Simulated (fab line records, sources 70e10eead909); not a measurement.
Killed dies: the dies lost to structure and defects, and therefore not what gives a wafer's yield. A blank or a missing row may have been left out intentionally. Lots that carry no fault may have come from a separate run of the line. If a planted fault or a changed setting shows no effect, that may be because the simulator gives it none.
fab line records + flow nand_harc
[record]
- lots = 12
- wafers = 36
- last_day = 26
route steps=1159 shown P_CONTACT@246 P_M0@261 END@1159
lots with no fault: from the same line, run without faults
start_h: hours from the record's first day to the start of the lot's first wafer shown + wait_h: time in hours since the lot's previous step + " repeats the value in the row above + L1.1+2: several wafers, shown together as one row + - value missing, or start not given + * or withheld: withheld + < > ~ a bound
route shown NAME@n: a module of which the file shows steps, and the number in the route of the first + usual: mean/standard deviation taken from wafers without a fault + same: alike in all rows + chamber/n: place in a boat + sites: readings site by site + _std_site: standard deviation across them + _edge_site: mean of outer sites minus mean of inner sites + radius_mm: for every site, how far away it sits from the centre of the wafer + mask NAME#n: copy n + behind: the last tool/chamber to shape the wafer + hold: the reason the lot was held/the length of the hold in hours/how it ended + device: transistor that didn't switch, given as n, p or np + end of line: tests of these same wafers at the route's end + a step given without rows: its recipe and nothing more + killed: count of dies lost to structure and defects at first sort (not the wafer's yield) + map: dies across one wafer; x = killed, . = not, _ = none there
set.NAME: the run value of the setting; set.NAME@STEP: its run value at that earlier step + model.NAME: the simulator's own value behind a step, which no gauge read
one table for each step of the route and one row for each wafer, over a sample of lots
services: from which hour (start_h, from the record's first day; less than 0 if before it) a tool's chamber was out of use, for how many hours, and why
[[steps]]
[step NHARC_P_CONTACT_PVD_32]
[recipe]
- target_thk_a = 50
- chamber_pressure_pa = 5
- power_w = 5000
- substrate_temp_c = 200
- time_s = 17.7
- material = Ti
[usual]
- chamber_pressure_pa = 5.000/0.01
- throttle_valve_pct = 29.9/0.86
[same]
- time_s = 17.7
| lot.wafer | tool           | chamber | start_h | wait_h | chamber_pressure_pa | throttle_valve_pct |
|-----------|----------------|---------|---------|--------|---------------------|--------------------|
| L635.3    | pvd_sputter-02 | -       | -       | -      | 5.000               | 30.2               |
| L635.4    | "              | -       | "       | "      | 4.984               | 29.5               |
| L635.5    | "              | -       | "       | "      | 4.998               | 30.2               |
| L636.1    | pvd_sputter-01 | -       | -       | -      | 4.988               | 28.8               |
| L636.3    | "              | -       | "       | "      | 5.004               | 31.2               |
| L636.6    | "              | -       | "       | "      | 5.000               | 29.4               |
| L640.2    | pvd_sputter-02 | -       | -       | -      | 5.006               | 28.6               |
| L640.1    | "              | -       | "       | "      | 4.988               | 29.8               |
| L640.6    | "              | -       | "       | "      | 5.010               | 29.1               |
| L638.1    | pvd_sputter-01 | -       | -       | -      | 5.010               | 31.7               |
| L638.3    | "              | -       | "       | "      | 5.026               | 30.1               |
| L638.5    | "              | -       | "       | "      | 4.998               | 28.6               |
| L644.4    | pvd_sputter-03 | -       | -       | -      | 5.009               | 30.0               |
| L644.2    | "              | -       | "       | "      | 4.998               | 30.3               |
| L644.5    | "              | -       | "       | "      | 5.004               | 31.1               |
| L647.1    | pvd_sputter-03 | -       | -       | -      | 5.004               | 29.3               |
| L647.2    | "              | -       | "       | "      | 5.000               | 30.5               |
| L647.6    | "              | -       | "       | "      | 5.006               | 30.4               |
| L645.4    | pvd_sputter-01 | -       | -       | -      | 4.987               | 28.8               |
| L645.2    | "              | -       | "       | "      | 5.007               | 31.0               |
| L645.6    | "              | -       | "       | "      | 4.987               | 28.7               |
| L646.3    | pvd_sputter-03 | -       | -       | -      | 5.001               | 30.8               |
| L646.4    | "              | -       | "       | "      | 4.997               | 30.2               |
| L646.5    | "              | -       | "       | "      | 4.997               | 30.4               |
| L649.1    | pvd_sputter-03 | -       | -       | -      | 4.998               | 29.5               |
| L649.3    | "              | -       | "       | "      | 5.027               | 30.3               |
| L649.6    | "              | -       | "       | "      | 4.996               | 30.5               |
| L650.2    | pvd_sputter-02 | -       | -       | -      | 4.990               | 30.4               |
| L650.4    | "              | -       | "       | "      | 4.990               | 29.2               |
| L650.3    | "              | -       | "       | "      | 5.003               | 29.2               |
| L655.2    | pvd_sputter-01 | -       | -       | -      | 4.988               | 29.7               |
| L655.1    | "              | -       | "       | "      | 5.005               | 30.8               |
| L655.3    | "              | -       | "       | "      | 5.000               | 29.0               |
| L658.3    | pvd_sputter-02 | -       | -       | -      | 4.997               | 29.0               |
| L658.2    | "              | -       | "       | "      | 4.994               | 30.5               |
| L658.5    | "              | -       | "       | "      | 5.010               | 28.8               |
[step NHARC_P_CONTACT_ALD_22]
[recipe]
- target_thk_a = 30
- pulse_time_s = 1
- ald_cycles = 150
- temp_c = 450
- material = TiN
[usual]
- heater_power_w = 1121/170
- precursor_pulse_height_rel = 0.998/0.021
| lot.wafer | tool         | chamber | start_h | wait_h | heater_power_w | precursor_pulse_height_rel |
|-----------|--------------|---------|---------|--------|----------------|----------------------------|
| L635.3    | ald_metal-04 | 1       | 109.76  | -      | 990            | 1.017                      |
| L635.4    | "            | 3       | "       | "      | 1313           | 1.011                      |
| L635.5    | "            | 2       | "       | "      | 1046           | 1.038                      |
| L636.3    | ald_metal-03 | 0       | 120.20  | -      | 975            | 1.013                      |
| L636.1    | "            | 2       | "       | "      | 1408           | 0.986                      |
| L636.6    | "            | 0       | "       | "      | 963            | 0.998                      |
| L640.2    | ald_metal-03 | 2       | 141.96  | -      | 1416           | 1.022                      |
| L640.1    | "            | 3       | "       | "      | 1045           | 0.988                      |
| L640.6    | "            | 3       | "       | "      | 1077           | 0.993                      |
| L638.1    | ald_metal-04 | 3       | 143.92  | -      | 1318           | 1.025                      |
| L638.3    | "            | 0       | "       | "      | 963            | 0.988                      |
| L638.5    | "            | 2       | "       | "      | 1037           | 1.003                      |
| L644.4    | ald_metal-01 | 3       | 171.59  | -      | 1332           | 0.994                      |
| L644.2    | "            | 1       | "       | "      | 1319           | 1.006                      |
| L644.5    | "            | 3       | "       | "      | 1334           | 1.002                      |
| L647.2    | ald_metal-03 | 1       | 204.92  | -      | 1131           | 0.971                      |
| L647.1    | "            | 2       | "       | "      | 1346           | 1.000                      |
| L647.6    | "            | 0       | "       | "      | 1026           | 1.031                      |
| L645.4    | ald_metal-01 | 0       | 205.59  | -      | 1054           | 0.997                      |
| L645.2    | "            | 2       | "       | "      | 819            | 0.979                      |
| L645.6    | "            | 3       | "       | "      | 1338           | 0.987                      |
| L646.3    | ald_metal-03 | 2       | 207.57  | -      | 1367           | 0.969                      |
| L646.4    | "            | 3       | "       | "      | 1141           | 1.006                      |
| L646.5    | "            | 1       | "       | "      | 1109           | 1.024                      |
| L649.3    | ald_metal-03 | 0       | 218.05  | -      | 1017           | 1.004                      |
| L649.1    | "            | 1       | "       | "      | 1120           | 1.005                      |
| L649.6    | "            | 3       | "       | "      | 1138           | 0.993                      |
| L650.2    | ald_metal-04 | 0       | 224.71  | -      | 965            | 1.026                      |
| L650.4    | "            | 2       | "       | "      | 1094           | 0.953                      |
| L650.3    | "            | 3       | "       | "      | 1328           | 0.997                      |
| L655.3    | ald_metal-04 | 0       | 231.56  | -      | 987            | 1.020                      |
| L655.2    | "            | 2       | "       | "      | 1083           | 0.989                      |
| L655.1    | "            | 3       | "       | "      | 1330           | 0.981                      |
| L658.2    | ald_metal-01 | 1       | 248.75  | -      | 1321           | 0.982                      |
| L658.3    | "            | 2       | "       | "      | 807            | 0.989                      |
| L658.5    | "            | 3       | "       | "      | 1358           | 0.993                      |
[step NHARC_P_CONTACT_CMP_24]
[recipe]
- t_overpolish_s = 30
- target_thk_nm = 200
[usual]
- motor_current_A = 11.9/1.3
- overpolish_run_s = 30.000/0.0081
- time_to_endpoint_s = 40/4
| lot.wafer | tool   | chamber | start_h | wait_h | motor_current_A | overpolish_run_s | time_to_endpoint_s |
|-----------|--------|---------|---------|--------|-----------------|------------------|--------------------|
| L635.3    | cmp-02 | 3       | 110.97  | 0.3    | 9.0             | 29.999           | 36                 |
| L635.4    | "      | 0       | "       | "      | 13.7            | 30.004           | 34                 |
| L635.5    | "      | 2       | "       | "      | 11.2            | 30.001           | 37                 |
| L636.1    | cmp-01 | 3       | 126.79  | 0.5    | 11.5            | 30.004           | 39                 |
| L636.3    | "      | 2       | "       | "      | 13.6            | 30.025           | 33                 |
| L636.6    | "      | 3       | "       | "      | 11.3            | 30.003           | 37                 |
| L640.1    | cmp-03 | 2       | 146.86  | 0.6    | 10.9            | 30.009           | 35                 |
| L640.2    | "      | 3       | "       | "      | 11.5            | 30.006           | 29                 |
| L640.6    | "      | 1       | "       | "      | 10.6            | 29.999           | 33                 |
| L638.1    | cmp-03 | 1       | 148.14  | 0.6    | 11.2            | 30.007           | 32                 |
| L638.3    | "      | 3       | "       | "      | 11.5            | 30.009           | 31                 |
| L638.5    | "      | 2       | "       | "      | 11.4            | 29.999           | 34                 |
| L644.2    | cmp-03 | 0       | 172.42  | 0.5    | 10.2            | 29.999           | 45                 |
| L644.4    | "      | 2       | "       | "      | 11.9            | 29.997           | 40                 |
| L644.5    | "      | 0       | "       | "      | 10.1            | 30.017           | 44                 |
| L647.2    | cmp-02 | 3       | 218.86  | 0.5    | 9.1             | 29.991           | 39                 |
| L647.1    | "      | 1       | "       | "      | 14.2            | 30.002           | 39                 |
| L647.6    | "      | 3       | "       | "      | 9.4             | 29.997           | 40                 |
| L645.2    | cmp-01 | 1       | 219.42  | 0.5    | 11.9            | 29.999           | 42                 |
| L645.4    | "      | 2       | "       | "      | 14.4            | 30.005           | 43                 |
| L645.6    | "      | 0       | "       | "      | 12.6            | 30.001           | 44                 |
| L646.3    | cmp-03 | 2       | 222.84  | 0.4    | 11.1            | 30.008           | 44                 |
| L646.4    | "      | 1       | "       | "      | 11.2            | 29.990           | 39                 |
| L646.5    | "      | 3       | "       | "      | 11.3            | 30.004           | 39                 |
| L649.1    | cmp-02 | 3       | 223.80  | 0.6    | 9.7             | 30.017           | 35                 |
| L649.3    | "      | 1       | "       | "      | 13.2            | 29.997           | 35                 |
| L649.6    | "      | 3       | "       | "      | 10.0            | 29.988           | 35                 |
| L650.4    | cmp-01 | 0       | 231.27  | 0.4    | 12.4            | 29.994           | 45                 |
| L650.2    | "      | 1       | "       | "      | 11.9            | 30.016           | 42                 |
| L650.3    | "      | 2       | "       | "      | 14.7            | 29.994           | 46                 |
| L655.3    | cmp-01 | 0       | 236.21  | 0.3    | 12.3            | 29.990           | 47                 |
| L655.2    | "      | 1       | "       | "      | 11.5            | 29.997           | 41                 |
| L655.1    | "      | 2       | "       | "      | 14.2            | 29.992           | 44                 |
| L658.3    | cmp-02 | 2       | 253.70  | 0.3    | 12.1            | 30.006           | 37                 |
| L658.2    | "      | 3       | "       | "      | 9.4             | 29.991           | 36                 |
| L658.5    | "      | 1       | "       | "      | 12.5            | 29.991           | 38                 |
[step NHARC_P_M0_PEB_07]
[recipe]
- peb_temp_c = 100
- peb_time_s = 65
[usual]
- heater_power_total_W = 156.6/0.43
- plate_temp_C = 100.01/0.12
| lot.wafer | tool           | chamber | start_h | wait_h | heater_power_total_W | plate_temp_C |
|-----------|----------------|---------|---------|--------|----------------------|--------------|
| L635.3    | litho_track-06 | 0       | 112.05  | 0.1    | 156.4                | 99.82        |
| L635.4    | "              | 0       | "       | "      | 156.1                | 99.99        |
| L635.5    | "              | 0       | "       | "      | 156.8                | 99.79        |
| L636.1    | litho_track-06 | 0       | 128.15  | 0.1    | 156.9                | 99.75        |
| L636.3    | "              | 0       | "       | "      | 157.1                | 100.07       |
| L636.6    | "              | 0       | "       | "      | 157.1                | 99.89        |
| L640.1    | litho_track-06 | 0       | 147.93  | 0.1    | 153.1                | 98.28        |
| L640.2    | "              | 0       | "       | "      | 152.3                | 98.00        |
| L640.6    | "              | 0       | "       | "      | 152.9                | 98.21        |
| L638.1    | litho_track-06 | 0       | 149.36  | 0.1    | 152.3                | 97.94        |
| L638.3    | "              | 0       | "       | "      | 153.1                | 98.17        |
| L638.5    | "              | 0       | "       | "      | 152.3                | 98.03        |
| L644.2    | litho_track-04 | 0       | 173.68  | 0.1    | 157.2                | 100.06       |
| L644.4    | "              | 0       | "       | "      | 156.3                | 100.16       |
| L644.5    | "              | 0       | "       | "      | 156.9                | 99.92        |
| L647.1    | litho_track-01 | 0       | 220.06  | 0.1    | 157.0                | 99.97        |
| L647.2    | "              | 0       | "       | "      | 156.3                | 100.11       |
| L647.6    | "              | 0       | "       | "      | 156.1                | 100.17       |
| L645.2    | litho_track-01 | 0       | 220.49  | 0.1    | 156.9                | 100.07       |
| L645.4    | "              | 0       | "       | "      | 157.0                | 100.02       |
| L645.6    | "              | 0       | "       | "      | 155.9                | 99.92        |
| L646.3    | litho_track-01 | 0       | 223.94  | 0.0    | 157.0                | 99.97        |
| L646.4    | "              | 0       | "       | "      | 156.7                | 100.09       |
| L646.5    | "              | 0       | "       | "      | 157.0                | 99.99        |
| L649.1    | litho_track-01 | 0       | 225.03  | 0.1    | 156.2                | 100.08       |
| L649.3    | "              | 0       | "       | "      | 156.3                | 100.20       |
| L649.6    | "              | 0       | "       | "      | 157.0                | 100.10       |
| L650.2    | litho_track-04 | 0       | 232.42  | 0.1    | 156.4                | 100.21       |
| L650.3    | "              | 0       | "       | "      | 156.8                | 100.08       |
| L650.4    | "              | 0       | "       | "      | 156.1                | 99.97        |
| L655.1    | litho_track-01 | 0       | 237.46  | 0.1    | 157.0                | 100.11       |
| L655.2    | "              | 0       | "       | "      | 157.2                | 100.11       |
| L655.3    | "              | 0       | "       | "      | 157.1                | 100.11       |
| L658.2    | litho_track-01 | 0       | 254.81  | 0.1    | 156.2                | 100.16       |
| L658.3    | "              | 0       | "       | "      | 156.2                | 100.07       |
| L658.5    | "              | 0       | "       | "      | 156.1                | 99.94        |
[step NHARC_P_M0_CD_MEAS_09]
[recipe]
- target_cd_nm = 90
- landing_energy_ev = 500
[usual]
- cd_nm = 90.0/0.69
| lot.wafer | tool      | chamber | start_h | wait_h | cd_nm |
|-----------|-----------|---------|---------|--------|-------|
| L635.3    | cd_sem-01 | 0       | 112.14  | -      | 90.6  |
| L635.4    | "         | 0       | "       | "      | 91.0  |
| L635.5    | "         | 0       | "       | "      | 91.4  |
| L636.1    | cd_sem-01 | 0       | 128.23  | -      | 90.5  |
| L636.3    | "         | 0       | "       | "      | 91.1  |
| L636.6    | "         | 0       | "       | "      | 90.0  |
| L640.1    | cd_sem-02 | 0       | 148.01  | -      | 82.5  |
| L640.2    | "         | 0       | "       | "      | 82.7  |
| L640.6    | "         | 0       | "       | "      | 83.1  |
| L638.1    | cd_sem-02 | 0       | 149.44  | -      | 83.8  |
| L638.3    | "         | 0       | "       | "      | 82.0  |
| L638.5    | "         | 0       | "       | "      | 82.7  |
| L644.2    | cd_sem-01 | 0       | 173.76  | -      | 89.9  |
| L644.4    | "         | 0       | "       | "      | 88.6  |
| L644.5    | "         | 0       | "       | "      | 89.7  |
| L647.1    | cd_sem-03 | 0       | 220.14  | -      | 90.7  |
| L647.2    | "         | 0       | "       | "      | 90.7  |
| L647.6    | "         | 0       | "       | "      | 89.3  |
| L645.2    | cd_sem-01 | 0       | 220.57  | -      | 90.9  |
| L645.4    | "         | 0       | "       | "      | 90.5  |
| L645.6    | "         | 0       | "       | "      | 90.8  |
| L646.3    | cd_sem-02 | 0       | 224.03  | -      | 90.9  |
| L646.4    | "         | 0       | "       | "      | 90.8  |
| L646.5    | "         | 0       | "       | "      | 90.7  |
| L649.1    | cd_sem-03 | 0       | 225.11  | -      | 89.5  |
| L649.3    | "         | 0       | "       | "      | 90.7  |
| L649.6    | "         | 0       | "       | "      | 89.5  |
| L650.2    | cd_sem-01 | 0       | 232.50  | -      | 89.0  |
| L650.3    | "         | 0       | "       | "      | 89.7  |
| L650.4    | "         | 0       | "       | "      | 89.8  |
| L655.1    | cd_sem-02 | 0       | 237.54  | -      | 89.9  |
| L655.2    | "         | 0       | "       | "      | 90.3  |
| L655.3    | "         | 0       | "       | "      | 90.8  |
| L658.2    | cd_sem-03 | 0       | 254.89  | -      | 90.6  |
| L658.3    | "         | 0       | "       | "      | 88.6  |
| L658.5    | "         | 0       | "       | "      | 89.7  |
[step NHARC_P_M0_CD_MEAS_16]
[usual]
- cd_nm = 89.9/0.88
| lot.wafer | tool      | chamber | start_h | wait_h | cd_nm |
|-----------|-----------|---------|---------|--------|-------|
| L635.3    | cd_sem-02 | -       | 112.64  | -      | 91.3  |
| L635.4    | "         | -       | "       | "      | 90.5  |
| L635.5    | "         | -       | "       | "      | 91.2  |
| L636.1    | cd_sem-01 | -       | 128.72  | -      | 90.7  |
| L636.3    | "         | -       | "       | "      | 90.3  |
| L636.6    | "         | -       | "       | "      | 88.8  |
| L640.1    | cd_sem-01 | -       | 148.56  | -      | 81.9  |
| L640.2    | "         | -       | "       | "      | 82.1  |
| L640.6    | "         | -       | "       | "      | 82.9  |
| L638.1    | cd_sem-01 | -       | 150.05  | 0.2    | 82.3  |
| L638.3    | "         | -       | "       | "      | 81.3  |
| L638.5    | "         | -       | "       | "      | 81.7  |
| L644.2    | cd_sem-01 | -       | 174.26  | -      | 89.4  |
| L644.4    | "         | -       | "       | "      | 87.7  |
| L644.5    | "         | -       | "       | "      | 88.5  |
| L647.1    | cd_sem-03 | -       | 220.62  | -      | 91.2  |
| L647.2    | "         | -       | "       | "      | 91.0  |
| L647.6    | "         | -       | "       | "      | 89.0  |
| L645.2    | cd_sem-02 | -       | 221.06  | -      | 90.6  |
| L645.4    | "         | -       | "       | "      | 90.6  |
| L645.6    | "         | -       | "       | "      | 90.5  |
| L646.3    | cd_sem-02 | -       | 224.51  | -      | 90.4  |
| L646.4    | "         | -       | "       | "      | 91.9  |
| L646.5    | "         | -       | "       | "      | 89.7  |
| L649.1    | cd_sem-02 | -       | 225.62  | -      | 89.5  |
| L649.3    | "         | -       | "       | "      | 90.3  |
| L649.6    | "         | -       | "       | "      | 88.4  |
| L650.2    | cd_sem-02 | -       | 232.99  | -      | 88.9  |
| L650.3    | "         | -       | "       | "      | 90.2  |
| L650.4    | "         | -       | "       | "      | 89.2  |
| L655.1    | cd_sem-01 | -       | 238.02  | -      | 89.7  |
| L655.2    | "         | -       | "       | "      | 90.9  |
| L655.3    | "         | -       | "       | "      | 91.6  |
| L658.2    | cd_sem-03 | -       | 255.37  | -      | 90.3  |
| L658.3    | "         | -       | "       | "      | 88.6  |
| L658.5    | "         | -       | "       | "      | 90.0  |
[step NHARC_END_SORT_01]
[recipe]
- temp_c = 25
[usual]
- defect_limited_yield = 95.4/1.8
- killed_at_array = 27/12
- killed_at_other = 0.5/0.9
- killed_at_periphery = 3.7/2.7
- killed_dies = 31/12
- killed_open = 3.3/2
- killed_short = 2.0/1.4
- sort_bin_2_pct = 1.4/0.74
- sort_bin_3_pct = 0.25/0.2
- sort_bin_4_pct = 2.9/1.1
- sort_n_pass = 646/12
- sort_rim_yield_pct = 96.4/2.8
- sort_yield_pct = 95.4/1.8
[same]
- gross_dies = 677
- sort_bin_5_pct[%] = 0
- sort_bin_6_pct[%] = 0
- sort_bin_7_pct[%] = 0
- sort_bin_8_pct[%] = 0
- sort_rim_n_gross = 106.00
| lot.wafer | tool      | chamber | start_h | wait_h | defect_limited_yield[%] | killed_at_array | killed_at_other | killed_at_periphery | killed_dies | killed_open | killed_short | sort_bin_2_pct[%] | sort_bin_3_pct[%] | sort_bin_4_pct[%] | sort_n_pass | sort_rim_yield_pct[%] | sort_yield_pct[%] |
|-----------|-----------|---------|---------|--------|-------------------------|-----------------|-----------------|---------------------|-------------|-------------|--------------|-------------------|-------------------|-------------------|-------------|-----------------------|-------------------|
| L645.2    | prober-01 | 0       | 553.56  | 2.8    | 93.4                    | 41              | 0               | 4                   | 45          | 6           | 3            | 2.8               | 0.59              | 3.2               | 632         | 99.1                  | 93.4              |
| L645.4    | prober-01 | 0       | 555.14  | 3.4    | 92.8                    | 41              | 1               | 7                   | 49          | 3           | 4            | 3.0               | 0.44              | 3.8               | 628         | 88.7                  | 92.8              |
| L645.6    | prober-01 | 0       | 556.72  | 4.0    | 91.4                    | 51              | 0               | 7                   | 58          | 5           | 3            | 3.0               | 0.74              | 4.9               | 619         | 90.6                  | 91.4              |
| L649.1    | prober-01 | 0       | 563.00  | 2.5    | 95.3                    | 30              | 0               | 2                   | 32          | 4           | 2            | 1.3               | 0.59              | 2.8               | 645         | 99.1                  | 95.3              |
| L649.3    | prober-01 | 0       | 564.62  | 3.1    | 95.1                    | 31              | 0               | 2                   | 33          | 3           | 1            | 1.6               | 0.30              | 3.0               | 644         | 99.1                  | 95.1              |
| L649.6    | prober-01 | 0       | 567.05  | 4.1    | 94.8                    | 33              | 0               | 2                   | 35          | 3           | 1            | 1.5               | 0.44              | 3.2               | 642         | 100.0                 | 94.8              |
| L647.1    | prober-01 | 0       | 601.93  | 2.5    | 97.5                    | 15              | 1               | 1                   | 17          | 4           | 2            | 0.9               | 0.15              | 1.5               | 660         | 97.2                  | 97.5              |
| L647.2    | prober-01 | 0       | 602.73  | 2.8    | 97.3                    | 10              | 2               | 6                   | 18          | 4           | 3            | 0.9               | 0                 | 1.8               | 659         | 97.2                  | 97.3              |
| L647.6    | prober-01 | 0       | 605.93  | 4.0    | 96.6                    | 19              | 1               | 3                   | 23          | 10          | 4            | 0.9               | 0.15              | 2.4               | 654         | 96.2                  | 96.6              |
| L658.2    | prober-02 | 0       | 610.64  | 2.8    | 95.7                    | 26              | 1               | 2                   | 29          | 3           | 1            | 1.6               | 0.15              | 2.5               | 648         | 98.1                  | 95.7              |
| L658.3    | prober-02 | 0       | 611.45  | 3.1    | 95.4                    | 30              | 0               | 1                   | 31          | 2           | 1            | 1.3               | 0.30              | 3.0               | 646         | 96.2                  | 95.4              |
| L658.5    | prober-02 | 0       | 613.07  | 3.7    | 95.7                    | 26              | 0               | 3                   | 29          | 0           | 1            | 1.5               | 0.15              | 2.7               | 648         | 91.5                  | 95.7              |
// killed by level:class
L645.2 A_CHANNEL_HOLE_D1:chamber_film_flake=17 A_SLIT:chamber_film_flake=11 P_M1:chamber_film_flake=3 A_M0:geometric_particle:open=2 A_CONTACT:chamber_film_flake=2 A_SOURCE_PLATE:geometric_particle:short=1 A_ONON_D1:geometric_particle:open=1 A_CHANNEL_FILL_D1:geometric_particle:open=1
L645.4 A_CHANNEL_HOLE_D1:chamber_film_flake=21 A_CONTACT:chamber_film_flake=6 A_SLIT:chamber_film_flake=6 P_M1:chamber_film_flake=4 A_SOURCE_PLATE:geometric_particle:short=2 A_STAIRCASE:chamber_film_flake=2 P_M1:geometric_particle:open=1 A_CHANNEL_FILL_D1:geometric_particle:open=1
L645.6 A_CHANNEL_HOLE_D1:chamber_film_flake=18 A_SLIT:chamber_film_flake=12 A_CONTACT:chamber_film_flake=9 A_SOURCE_PLATE:geometric_particle:open=3 A_CHANNEL_FILL_D1:geometric_particle:short=3 P_M1:chamber_film_flake=3 P_STI:chamber_film_flake=2 P_GATE:chamber_film_flake=2
L649.1 A_CHANNEL_HOLE_D1:chamber_film_flake=17 A_STAIRCASE:chamber_film_flake=3 A_CONTACT:chamber_film_flake=3 A_ONON_D1:geometric_particle:open=2 P_STI:geometric_particle:short=1 P_CONTACT:geometric_particle:open=1 A_ONON_D1:geometric_particle:short=1 A_CONTACT:geometric_particle:open=1
L649.3 A_CHANNEL_HOLE_D1:chamber_film_flake=21 A_CHANNEL_FILL_D1:chamber_film_flake=3 A_CONTACT:geometric_particle:open=2 A_STAIRCASE:chamber_film_flake=2 P_GATE:geometric_particle:short=1 P_M0:geometric_particle:open=1 A_WL_FILL:chamber_film_flake=1 A_CONTACT:chamber_film_flake=1
L649.6 A_CHANNEL_HOLE_D1:chamber_film_flake=22 A_CONTACT:chamber_film_flake=3 A_BLC:geometric_particle:open=2 A_CHANNEL_FILL_D1:geometric_particle:short=1 A_CONTACT:geometric_particle:open=1 P_STI:chamber_film_flake=1 P_GATE:chamber_film_flake=1 A_ZERO_WELL:chamber_film_flake=1
L647.1 A_CONTACT:chamber_film_flake=4 A_STAIRCASE:chamber_film_flake=3 A_CHANNEL_FILL_D1:chamber_film_flake=2 P_CONTACT:geometric_particle:open=1 A_SOURCE_PLATE:geometric_particle:open=1 A_ONON_D1:geometric_particle:short=1 A_CONTACT:geometric_particle:open=1 A_CONTACT:geometric_particle:short=1
L647.2 A_CHANNEL_HOLE_D1:chamber_film_flake=4 P_M0:geometric_particle:short=2 A_CONTACT:chamber_film_flake=2 THIN_TSV:chamber_film_flake=2 P_GATE:geometric_particle:open=1 P_CONTACT:geometric_particle:open=1 P_M2:geometric_particle:open=1 A_CONTACT:geometric_particle:short=1
L647.6 A_CONTACT:chamber_film_flake=5 A_CONTACT:geometric_particle:open=3 A_CHANNEL_FILL_D1:geometric_particle:open=2 A_CHANNEL_HOLE_D1:chamber_film_flake=2 P_M0:geometric_particle:open=1 P_M1:geometric_particle:open=1 A_ONON_D1:geometric_particle:open=1 A_CHANNEL_FILL_D1:geometric_particle:short=1
L658.2 A_SLIT:chamber_film_flake=19 A_CHANNEL_HOLE_D1:chamber_film_flake=3 P_M2:geometric_particle:short=1 A_CHANNEL_FILL_D1:geometric_particle:open=1 A_BLC:geometric_particle:open=1 STARTING-WAFER:geometric_particle:open=1 P_GATE:chamber_film_flake=1 A_STAIRCASE:chamber_film_flake=1
L658.3 A_SLIT:chamber_film_flake=19 A_CHANNEL_HOLE_D1:chamber_film_flake=5 A_CONTACT:geometric_particle:open=2 A_M0:geometric_particle:short=1 P_STI:chamber_film_flake=1 A_ZERO_WELL:chamber_film_flake=1 A_STAIRCASE:chamber_film_flake=1 A_CONTACT:chamber_film_flake=1
L658.5 A_SLIT:chamber_film_flake=14 A_CHANNEL_HOLE_D1:chamber_film_flake=7 P_STI:chamber_film_flake=2 A_STAIRCASE:chamber_film_flake=2 A_CHANNEL_FILL_D1:geometric_particle:short=1 P_ZERO_WELL:chamber_film_flake=1 A_WL_FILL:chamber_film_flake=1 A_CONTACT:chamber_film_flake=1
[[services]]
| tool           | chamber | start_h | hours | kind   |
|----------------|---------|---------|-------|--------|
| litho_track-01 | -       | 93.00   | 7.0   | pm     |
| ald_metal-01   | -       | 102.00  | 10.0  | pm     |
| pvd_sputter-03 | -       | 102.02  | 10.0  | pm     |
| pvd_sputter-03 | -       | 116.72  | 3.6   | repair |
| litho_track-06 | -       | 117.00  | 7.0   | pm     |
| cmp-02         | -       | 117.89  | 0.8   | repair |
| cmp-01         | -       | 134.17  | 0.5   | repair |
| cmp-02         | -       | 142.04  | 4.0   | pm     |
| ald_metal-03   | -       | 144.00  | 10.0  | pm     |
| cmp-02         | -       | 161.84  | 1.9   | repair |
| cmp-03         | -       | 163.92  | 4.0   | pm     |
| pvd_sputter-01 | -       | 165.19  | 10.0  | pm     |
| cmp-01         | -       | 179.50  | 4.0   | pm     |
| pvd_sputter-03 | -       | 180.46  | 4.8   | repair |
| cmp-03         | -       | 181.27  | 1.7   | repair |
| pvd_sputter-03 | -       | 191.94  | 1.0   | repair |
| cmp-03         | -       | 205.57  | 0.9   | repair |
| pvd_sputter-02 | -       | 214.00  | 10.0  | pm     |
| cmp-02         | -       | 220.68  | 3.0   | repair |
| ald_metal-04   | 0       | 226.88  | 1.4   | repair |
| cmp-03         | -       | 233.60  | 2.0   | repair |
| cmp-02         | -       | 240.04  | 4.0   | pm     |
| ald_metal-04   | -       | 241.87  | 10.0  | pm     |
| ald_metal-03   | -       | 252.48  | 0.5   | repair |
[[key]]
[first_sign]
- step = NHARC_P_M0_PEB_07
- reading = plate_temp_C
- direction = down
- sigmas = 16
- usual = *
- struck = *
[effect]
- step = NHARC_P_M0_PEB_07
- reading = heater_power_total_W
- direction = down
- sigmas = 9
- usual = *
- struck = *
[effect]
- step = NHARC_P_M0_CD_MEAS_09
- reading = cd_nm
- direction = down
- sigmas = 11
- usual = 90.0
- struck = 82.8
[effect]
- step = NHARC_P_M0_CD_MEAS_16
- reading = cd_nm
- direction = down
- sigmas = 8.9
- usual = 89.9
- struck = 82.0
met_at NHARC_P_M0_PEB_07
struck_lots L638,L640
rows_end L638.1,L638.3,L638.5,L640.1,L640.2,L640.6
not_acting_at NHARC_P_CONTACT_PVD_32,NHARC_P_CONTACT_ALD_22,NHARC_P_CONTACT_CMP_24
onset_between 128.15 147.93
[fault]
- kind = process_parameter_drift
- tool = litho_track-06
- chamber = -
- onset_h = 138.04
- steps = NHARC_P_M0_PEB_07
- channel = peb_temp_c
- offset = *
- shape = step
- acts_in = *
- stated = *
// rows_end: these wafers met a further fault down the route, and their rows from its step on are left out
